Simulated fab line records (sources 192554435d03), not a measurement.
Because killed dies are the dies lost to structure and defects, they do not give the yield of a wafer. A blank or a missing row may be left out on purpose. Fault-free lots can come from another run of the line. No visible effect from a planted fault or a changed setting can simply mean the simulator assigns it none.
fab line records	flow n5Finfet
[record] lots = 10	wafers = 27	lastDay = 17
route steps=1938 shown BEOL_M4@1111 MIM_BOT_ETCH@1869 TV_LITHO@1886 TV_OPEN@1890 PASSIVATION@1915
lots with no fault: from the same line, run without faults
startH: start of the lot's first displayed wafer, in hours after the record's first day	waitH: hours since the lot's step before	" repeats the value in the row above	L1.1+2: one row covering several wafers at once	- no value, or no start was given	* or withheld: withheld	< > ~ a bound
route shown NAME@n: names a module that has steps shown in the file, with the first one's number in the route	usual: the fault-free wafers' mean and standard deviation	same: alike in all rows	chamber/n: place in a boat	sites: each site's reading	_std_site: the standard deviation of these	_edge_site: inner sites' mean taken away from outer sites' mean	radiusMm: for every site, how far away it sits from the centre of the wafer	mask NAME#n: copy n	behind: the tool/chamber that last shaped the wafer	hold: reason for holding the lot/hours on hold/outcome of the hold	device: the n, p or np transistor that did not switch	end of line: tests run on the same wafers once the route is complete	a step without rows: its recipe alone	killed: the dies lost at the first sort to structure and to defects; this is not the yield of the wafer	map: per-die view of a wafer (x killed, . not killed, _ where there is no die)
set.NAME: the setting the step ran with; set.NAME@STEP: the setting that earlier step ran with	model.NAME: the simulator's own value behind a step, which no gauge read
one table for each step of the route and one row for each wafer, over a sample of lots
services: when a tool's chamber went out of use (startH, in hours from the record's first day, below 0 if earlier), for how many hours, and the reason
[[steps]]
[step N5_BEOL_M4_RC_MEAS_101]
[usual] DIBL_N = 36.9/2.1	DIBL_P = 37.1/2.5	IOFF_N = 0.17/0.039	IOFF_P = 0.23/0.043	ION_N = 673/15	ION_P = 462/9.1	SS_N = 71.8/0.69	SS_P = 73.6/0.74	VT_N = 250/3.6	VT_P = -249.7/2.9
lot.wafer	tool	chamber	startH	waitH	DIBL_N[mV/V]	DIBL_P[mV/V]	IOFF_N[nA/um]	IOFF_P[nA/um]	ION_N[uA/um]	ION_P[uA/um]	SS_N[mV/dec]	SS_P[mV/dec]	VT_N[mV]	VT_P[mV]
L399.2	prober-02	0	177.83	0.2	35.1	37.0	0.16	0.24	691	474	71.2	74.0	251	-247.6
L399.5	"	0	"	"	36.0	36.9	0.15	0.23	666	459	71.7	73.6	253	-248.0
L399.6	"	0	"	"	34.3	35.4	0.14	0.20	674	464	71.2	73.3	249	-248.0
L401.2	prober-01	0	180.79	0.2	33.5	33.0	0.12	0.17	677	465	70.8	72.1	254	-252.8
L401.4	"	0	"	"	35.6	35.0	0.15	0.19	665	453	71.1	72.9	249	-252.3
L401.6	"	0	"	"	35.8	35.6	0.14	0.19	667	452	70.7	73.2	251	-250.6
L398.1	prober-01	0	185.58	0.0	37.9	37.0	0.18	0.19	674	447	71.8	73.2	248	-249.9
L398.3	"	0	"	"	39.5	40.3	0.22	0.23	687	456	71.9	74.3	247	-250.1
L398.5	"	0	"	"	37.5	36.5	0.16	0.17	664	444	72.2	73.8	253	-252.8
L402.4	prober-02	0	197.94	0.5	35.4	35.1	0.14	0.20	662	456	71.9	74.4	255	-251.6
L402.5	"	0	"	"	34.6	34.5	0.14	0.19	659	451	72.0	73.8	254	-250.6
L402.6	"	0	"	"	37.6	37.6	0.18	0.22	683	469	72.3	74.3	251	-250.2
L407.1	prober-01	0	224.72	0.0	43.2	41.7	0.28	0.34	689	465	73.0	75.6	243	-247.7
L407.3	"	0	"	"	38.0	35.4	0.17	0.21	659	447	71.8	73.8	251	-252.2
L407.4	"	0	"	"	35.8	34.8	0.14	0.21	682	467	70.4	73.4	250	-249.3
L410.4	prober-02	0	242.76	0.5	37.6	40.2	0.22	0.29	682	468	72.4	73.5	249	-247.1
L410.5	"	0	"	"	35.9	36.7	0.16	0.21	663	455	72.2	73.3	254	-252.4
L414.2	prober-01	0	272.54	0.2	40.2	41.3	0.22	0.28	700	472	72.7	73.9	248	-246.3
L414.3	"	0	"	"	38.7	39.0	0.19	0.24	689	465	72.4	72.8	246	-249.5
L416.2	prober-01	0	279.56	0.2	34.4	34.4	0.12	0.16	665	450	71.6	73.0	254	-251.9
L416.4	"	0	"	"	37.2	37.1	0.17	0.19	671	457	71.5	73.6	249	-252.1
L416.5	"	0	"	"	38.1	38.7	0.19	0.22	687	462	71.6	73.9	246	-250.4
L419.1	prober-01	0	299.41	0.0	34.9	35.0	0.15	0.21	673	461	71.7	73.4	250	-247.6
L419.2	"	0	"	"	35.2	35.2	0.16	0.24	658	459	71.6	73.2	249	-246.8
L420.1	prober-02	0	302.10	0.0	37.3	35.9	0.17	0.21	681	462	72.1	73.4	248	-250.6
L420.4	"	0	"	"	33.3	32.1	0.11	0.15	664	455	70.4	72.4	254	-254.1
L420.6	"	0	"	"	37.4	37.0	0.19	0.23	700	474	71.9	73.5	245	-250.7
[step N5_MIM_BOT_ETCH_STRIP_01]
[recipe] chemistry = O2	powerW = 600	tempC = 60	pressureMtorr = 30	rfFrequencyHz = 6e+07	biasPowerW = 0	overashFraction = 0.5	o2FlowSccm = 225
[usual] drypumpMotorCurrentA = 5.5/0.51	oesProductAu = 0.84/0.069	rfVppV = 3.6/1.3	showerheadPlenumPTorr = 2.08/0.05	throttleValvePct = 16.68/0.15
lot.wafer	tool	chamber	startH	waitH	drypumpMotorCurrentA	oesProductAu	rfHoursCounterH	rfVppV	showerheadPlenumPTorr	throttleValvePct
L399.2	rieDiel-03	2	266.34	0.1	5.8	0.84	74	3.3	2.14	16.56
L399.5	"	3	"	"	5.5	0.90	-	1.7	2.15	16.63
L399.6	"	0	"	"	6.3	0.91	-	3.4	2.04	16.65
L401.2	rieDiel-03	0	269.50	0.1	6.3	0.91	34	5.1	2.04	16.67
L401.4	"	3	"	"	5.5	0.91	18	2.2	2.15	16.62
L401.6	"	0	"	"	6.3	0.89	-	3.2	2.04	16.65
L398.1	rieDiel-06	1	280.26	0.1	5.9	0.96	6	2.9	2.06	16.63
L398.3	"	3	"	"	4.8	0.66	245	2.6	2.17	17.17
L398.5	"	0	"	"	5.2	0.83	-	2.9	2.12	16.35
L402.4	rieDiel-03	1	292.38	0.1	5.9	0.87	53	5.5	2.05	16.65
L402.5	"	1	"	"	5.9	0.85	-	3.5	2.05	16.63
L402.6	"	2	"	"	5.8	0.82	-	3.4	2.14	16.58
L407.1	rieDiel-03	2	320.95	0.1	5.8	0.82	96	2.2	2.14	16.64
L407.3	"	0	"	"	6.3	0.90	55	3.9	2.04	16.69
L407.4	"	1	"	"	5.8	0.85	65	2.9	2.04	16.69
L410.4	rieDiel-06	1	333.58	0.1	5.9	0.92	29	3.6	2.05	16.69
L410.5	"	1	"	"	5.9	0.89	-	3.3	2.05	16.74
L414.2	rieDiel-05	3	362.28	0.3	6.1	0.96	8	5.5	2.07	16.59
L414.3	"	2	"	"	4.8	0.69	229	3.5	2.00	17.03
L416.2	rieDiel-06	2	364.47	0.4	4.7	0.84	62	4.1	2.06	16.80
L416.4	"	3	"	"	4.8	0.92	16	2.8	2.16	16.59
L416.5	"	2	"	"	4.7	0.84	-	2.7	2.06	16.80
L419.1	rieDiel-06	1	381.02	0.1	5.9	0.87	44	3.2	2.04	16.68
L419.2	"	2	"	"	4.7	0.84	66	4.4	2.06	16.82
L420.1	rieDiel-06	0	397.53	0.5	5.3	0.79	115	2.8	2.10	16.41
L420.4	"	3	"	"	4.8	0.90	26	3.0	2.16	16.68
L420.6	"	2	"	"	4.7	0.82	-	4.0	2.06	16.82
[step N5_PASSIVATION_DESCUM_12]
[recipe] chemistry = O2	timeS = 7.9	sourcePowerW = 50	biasPowerW = 20	pressureMtorr = 20	rfFrequencyHz = 2.712e+07	tempC = 40	o2FlowSccm = 225
[usual] drypumpMotorCurrentA = 6.0/0.58	oesProductAu = 0.76/0.062	rfVppV = 243.0/1.3	showerheadPlenumPTorr = 2.08/0.063	throttleValvePct = 20.41/0.26
lot.wafer	tool	chamber	startH	waitH	drypumpMotorCurrentA	oesProductAu	rfHoursCounterH	rfVppV	showerheadPlenumPTorr	throttleValvePct
L399.2	rieDiel-02	1	267.53	0.0	5.3	0.73	189	243.7	2.05	20.14
L399.5	"	3	"	"	6.0	0.67	-	242.5	2.09	21.00
L399.6	"	2	"	"	6.2	0.85	-	245.8	2.21	20.22
L401.2	rieDiel-04	0	272.60	0.2	6.1	0.71	201	244.3	2.15	20.49
L401.4	"	3	"	"	6.6	0.79	160	241.5	2.01	20.30
L401.6	"	0	"	"	6.1	0.70	-	245.8	2.15	20.49
L398.1	rieDiel-01	1	281.65	0.2	6.3	0.83	75	244.5	2.12	20.64
L398.3	"	3	"	"	6.3	0.71	211	244.5	2.08	20.33
L398.5	"	2	"	"	6.8	0.76	-	240.7	2.01	20.05
L402.4	rieDiel-04	3	294.62	0.0	6.7	0.77	170	243.3	2.01	20.32
L402.5	"	1	"	"	5.0	0.82	-	243.9	2.15	20.65
L402.6	"	2	"	"	5.7	0.72	-	241.9	2.00	20.45
L407.1	rieDiel-01	2	324.91	0.5	6.8	0.75	166	241.0	2.01	20.08
L407.3	"	3	"	"	6.3	0.70	224	241.4	2.08	20.35
L407.4	"	1	"	"	6.3	0.81	89	244.5	2.11	20.65
L410.4	rieDiel-02	0	334.73	0.0	5.6	0.85	40	245.3	2.12	20.41
L410.5	"	2	"	"	6.2	0.82	-	244.3	2.21	20.26
L414.2	rieDiel-01	0	364.92	0.6	5.1	0.82	95	241.5	2.04	20.22
L414.3	"	3	"	"	6.3	0.69	236	242.2	2.08	20.36
L416.2	rieDiel-02	1	366.93	0.0	5.3	0.71	218	242.2	2.04	20.19
L416.4	"	2	"	"	6.2	0.81	-	244.5	2.20	20.29
L416.5	"	3	"	"	5.9	0.66	-	242.0	2.08	21.06
L419.1	rieDiel-04	2	382.96	0.0	5.8	0.70	224	240.9	2.00	20.47
L419.2	"	0	"	"	6.1	0.69	234	242.8	2.14	20.55
L420.1	rieDiel-04	0	398.91	0.0	6.1	0.68	238	244.5	2.13	20.55
L420.4	"	1	"	"	5.0	0.78	99	243.2	2.14	20.70
L420.6	"	1	"	"	5.0	0.77	-	242.7	2.14	20.72
[step N5_PASSIVATION_ETCH_15]
[recipe] chemistry = CF4/N2	target = SiCN	targetDepthA = 750	taperDeg = 2	timeS = 81.2	ionEnergyEv = 150	maskMaterial = SiNx	pressureMtorr = 40	sourceW = 430	biasW = 70	Ar_flow_sccm = 100	cf4FlowSccm = 60	n2FlowSccm = 60
[usual] drypumpMotorCurrentA = 6.0/0.58	oesProductAu = 0.76/0.063	rfVppV = 382.1/1.9	showerheadPlenumPTorr = 2.19/0.068	throttleValvePct = 15.40/0.21
lot.wafer	tool	chamber	startH	waitH	drypumpMotorCurrentA	oesProductAu	rfHoursCounterH	rfVppV	showerheadPlenumPTorr	throttleValvePct
L399.2	rieDiel-02	1	-	-	5.4	0.73	189	382.2	2.20	15.50
L399.5	"	3	"	"	6.0	0.68	-	383.1	2.18	15.82
L399.6	"	2	"	"	6.2	0.86	-	387.6	2.34	15.24
L401.2	rieDiel-04	0	-	-	6.1	0.70	201	384.0	2.28	15.60
L401.4	"	3	"	"	6.6	0.79	160	381.3	2.12	15.28
L401.6	"	0	"	"	6.1	0.69	-	384.1	2.28	15.61
L398.1	rieDiel-01	1	-	-	6.4	0.81	75	382.6	2.23	15.52
L398.3	"	3	"	"	6.2	0.70	211	382.3	2.17	15.21
L398.5	"	2	"	"	6.8	0.75	-	379.4	2.12	15.15
L402.4	rieDiel-04	3	-	-	6.7	0.77	170	379.8	2.11	15.30
L402.5	"	1	"	"	5.0	0.84	-	382.7	2.24	15.42
L402.6	"	2	"	"	5.7	0.69	-	379.4	2.10	15.40
L407.1	rieDiel-01	2	-	-	6.8	0.74	166	378.2	2.12	15.20
L407.3	"	3	"	"	6.3	0.69	224	381.4	2.16	15.21
L407.4	"	1	"	"	6.4	0.80	89	381.9	2.23	15.56
L410.4	rieDiel-02	0	-	-	5.6	0.85	40	383.9	2.23	15.35
L410.5	"	2	"	"	6.2	0.84	-	386.9	2.33	15.28
L414.2	rieDiel-01	0	-	-	5.1	0.81	95	381.2	2.13	15.15
L414.3	"	3	"	"	6.3	0.68	236	380.8	2.16	15.25
L416.2	rieDiel-02	1	-	-	5.3	0.72	218	380.8	2.19	15.54
L416.4	"	2	"	"	6.2	0.82	-	385.9	2.33	15.31
L416.5	"	3	"	"	6.0	0.67	-	381.0	2.17	15.89
L419.1	rieDiel-04	2	-	-	5.7	0.67	225	379.5	2.10	15.46
L419.2	"	0	"	"	6.1	0.68	234	384.6	2.27	15.66
L420.1	rieDiel-04	0	-	-	6.1	0.67	238	385.0	2.27	15.67
L420.4	"	1	"	"	5.0	0.81	100	383.6	2.23	15.50
L420.6	"	1	"	"	5.0	0.80	-	381.9	2.23	15.48
[step N5_PASSIVATION_PECVD_53]
[recipe] material = SiO2	targetThkA = 8000	tempC = 400	precursor = TEOS/O2	pressureTorr = 6.5	rfW = withheld	teosFlowSccm = withheld	gas = O2	flowSccm = 2650	timeS = 169.4
[usual] runLengthS = 197.5/0.5
lot.wafer	tool	chamber	startH	waitH	runLengthS
L399.2	pecvd-03	1	270.30	0.0	198.3
L399.5	"	0	"	"	197.7
L399.6	"	2	"	"	197.0
L401.2	pecvd-03	1	275.44	0.0	198.5
L401.4	"	1	"	"	198.0
L401.6	"	0	"	"	197.6
L398.1	pecvd-04	2	285.57	0.0	197.9
L398.3	"	1	"	"	196.7
L398.5	"	1	"	"	197.3
L402.4	pecvd-03	1	297.60	0.1	198.0
L402.5	"	2	"	"	197.1
L402.6	"	0	"	"	197.9
L407.1	pecvd-02	1	327.38	0.0	196.7
L407.3	"	0	"	"	197.5
L407.4	"	2	"	"	197.4
L410.4	pecvd-04	1	337.91	0.1	196.9
L410.5	"	2	"	"	197.8
L414.2	pecvd-03	2	368.45	0.0	350.9
L414.3	"	0	"	"	198.2
L416.2	pecvd-03	0	369.51	0.0	351.1
L416.4	"	0	"	"	198.1
L416.5	"	1	"	"	197.7
L419.1	pecvd-03	2	386.20	0.0	197.7
L419.2	"	0	"	"	351.1
L420.1	pecvd-04	2	403.11	0.0	198.3
L420.4	"	0	"	"	197.6
L420.6	"	0	"	"	197.2
[step N5_PASSIVATION_PROBE_49]
[usual] defectLimitedYield = 91.3/1.4	killed_at_M0_to_M3 = 32/9.5	killed_at_M4_up = 14/5.2	killedAtContacts = 13/5.7	killedAtFrontEnd = 41/12	killedAtOther = 3.5/2.6	killedDies = 103/17	killedOnRim = 14/4	killedOpen = 68/14	killedShort = 32/7	sort_bin_4_leakage = 0.01/0.051	sort_bin_5_function = 5.0/0.91	sort_bin_6_memory = 3.3/0.7	sort_bin_8_speed = 0.03/0.22	sortNPass = 1076/17	sortYieldPct = 91.2/1.4
[same] grossDies = 1180	killedAtBackSide = 0
lot.wafer	tool	chamber	startH	waitH	defectLimitedYield[%]	killed_at_M0_to_M3	killed_at_M4_up	killedAtContacts	killedAtFrontEnd	killedAtOther	killedDies	killedOnRim	killedOpen	killedShort	sort_bin_4_leakage[%]	sort_bin_5_function[%]	sort_bin_6_memory[%]	sort_bin_8_speed[%]	sortNPass	sortYieldPct[%]
L414.2	prober-02	-	372.36	0.1	0	58	16	12	49	1045	1180	152	101	35	0	95.6	4.2	0	0	0
L414.3	prober-02	-	372.41	0.2	93.1	30	11	8	32	0	81	13	54	26	0	4.3	2.5	0	1099	93.1
L416.2	prober-01	-	373.24	0.1	0	30	9	6	53	1082	1180	152	70	34	0	96.9	3.0	0	0	0
L416.4	prober-01	-	373.34	0.2	90.4	52	12	6	41	2	113	16	74	36	0	4.6	4.1	0	1067	90.4
L416.5	prober-01	-	373.39	0.2	92.7	30	7	17	30	2	86	8	56	29	0	3.6	3.5	0	1094	92.7
L419.1	prober-02	-	390.68	0.0	91.4	32	5	16	40	9	102	12	69	33	0	5.4	2.9	0	1078	91.4
L419.2	prober-02	-	390.73	0.1	0	33	10	11	46	1080	1180	152	73	34	0	96.1	3.8	0	0	0
// killed by level:class
L414.2 PASSIVATION:areaPecvd=1044 BEOL_M0_SAQP:geometricParticle:open=23 FIN_SAQP:geometricParticle:open=18 BEOL_M0_SAQP:geometricParticle:short=16 STI_FIN_REVEAL:geometricParticle:open=14 MOL_CONTACT_COAG:geometricParticle:open=12 BEOL_M1:geometricParticle:open=5 BEOL_M2:geometricParticle:open=5
L414.3 STI_FIN_REVEAL:geometricParticle:open=9 BEOL_M1:geometricParticle:open=8 FIN_SAQP:geometricParticle:short=5 MOL_CONTACT_COAG:geometricParticle:open=5 BEOL_M3:geometricParticle:open=5 STARTING-WAFER:geometricParticle:open=5 BEOL_M3:geometricParticle:short=4 BEOL_M0_SAQP:geometricParticle:open=4
L416.2 PASSIVATION:areaPecvd=1075 FIN_SAQP:geometricParticle:open=21 FIN_SAQP:geometricParticle:short=11 STI_FIN_REVEAL:geometricParticle:open=10 BEOL_M0_SAQP:geometricParticle:open=8 BEOL_M0_SAQP:geometricParticle:short=6 MOL_CONTACT_COAG:geometricParticle:open=5 BEOL_M1:geometricParticle:open=5
L416.4 BEOL_M0_SAQP:geometricParticle:open=13 FIN_SAQP:geometricParticle:open=10 BEOL_M3:geometricParticle:open=8 BEOL_M0_SAQP:geometricParticle:short=7 BEOL_M1:geometricParticle:open=7 STARTING-WAFER:geometricParticle:short=7 STI_FIN_REVEAL:geometricParticle:open=6 BEOL_M2:geometricParticle:open=6
L416.5 MOL_CONTACT_COAG:geometricParticle:open=12 DUMMY_GATE:geometricParticle:open=10 BEOL_M3:geometricParticle:open=10 BEOL_M0_SAQP:geometricParticle:short=7 FIN_SAQP:geometricParticle:short=5 FIN_SAQP:geometricParticle:open=5 MOL_CONTACT_COAG:geometricParticle:short=5 BEOL_M0:geometricParticle:open=5
L419.1 MOL_CONTACT_COAG:geometricParticle:open=13 FIN_SAQP:geometricParticle:open=12 BEOL_M2:geometricParticle:open=11 BEOL_M3:geometricParticle:open=8 DUMMY_GATE:geometricParticle:open=7 BEOL_M0_SAQP:geometricParticle:short=6 FIN_SAQP:geometricParticle:short=5 ILD0:geometricParticle:short=3
L419.2 PASSIVATION:areaPecvd=1072 MOL_CONTACT_COAG:geometricParticle:open=10 BEOL_M3:geometricParticle:open=10 FIN_SAQP:geometricParticle:short=8 BEOL_M0_SAQP:geometricParticle:open=8 FIN_SAQP:geometricParticle:open=7 STI_FIN_REVEAL:geometricParticle:open=7 BEOL_M1:geometricParticle:open=7
[[services]]
tool	chamber	startH	hours	kind
rieDiel-06	1	242.74	-	clean
rieDiel-06	1	242.74	-	consumableReplace:focusRing
rieDiel-06	1	242.74	21.2	scheduledDown
rieDiel-06	1	242.74	21.2	ventCycle
pecvd-04	0	247.73	2.1	scheduledDown
pecvd-02	2	262.76	15.1	repair
rieDiel-02	0	264.59	16.2	repair
pecvd-02	-	268.90	14.6	pm
rieDiel-02	-	271.50	14.6	pm
pecvd-04	1	292.16	6.6	repair
rieDiel-06	3	296.00	-	clean
rieDiel-06	3	296.00	-	consumableReplace:focusRing
rieDiel-06	3	296.00	26.2	scheduledDown
rieDiel-06	3	296.00	26.2	ventCycle
pecvd-03	-	300.66	0.8	pm
rieDiel-04	1	310.45	4.1	repair
pecvd-04	-	320.93	1.3	repair
pecvd-03	2	323.58	5.5	scheduledDown
pecvd-02	1	333.32	4.9	repair
pecvd-02	1	360.59	10.1	repair
rieDiel-04	0	360.64	2.0	repair
rieDiel-02	0	361.79	5.2	repair
rieDiel-04	-	377.92	2.8	pm
rieDiel-03	2	393.81	1.2	repair
[[key]]
[firstSign] step = N5_PASSIVATION_PECVD_53	reading = runLengthS	direction = up	sigmas = 99+	usual = *	struck = *
[effect] step = N5_PASSIVATION_PROBE_49	reading = killedAtOther	direction = up	sigmas = 99+	usual = 3.5	struck = 1069
[moreKillsBornAt] N5_PASSIVATION_PECVD_53@pecvd-03 = 3191
metAt N5_PASSIVATION_PECVD_53
struckLots L414,L416,L419
struckWafers L414.2,L416.2,L419.2
laterRowsLeftOut L414.2,L416.2,L419.2
notActingAt N5_MIM_BOT_ETCH_STRIP_01,N5_PASSIVATION_DESCUM_12,N5_PASSIVATION_ETCH_15
onsetBetween 297.60 368.45
[fault] kind = processParameterDrift	tool = pecvd-03	chamber = -	onsetH = 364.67	steps = N5_PASSIVATION_PECVD_53	channel = timeS	offset = *	shape = step	endH = 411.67	scope = struckWafersOnly	actsIn = *	stated = *
// laterRowsLeftOut: the simulator's readings of these wafers behind a module that went badly wrong aren't trusted and aren't shown, but for the sort
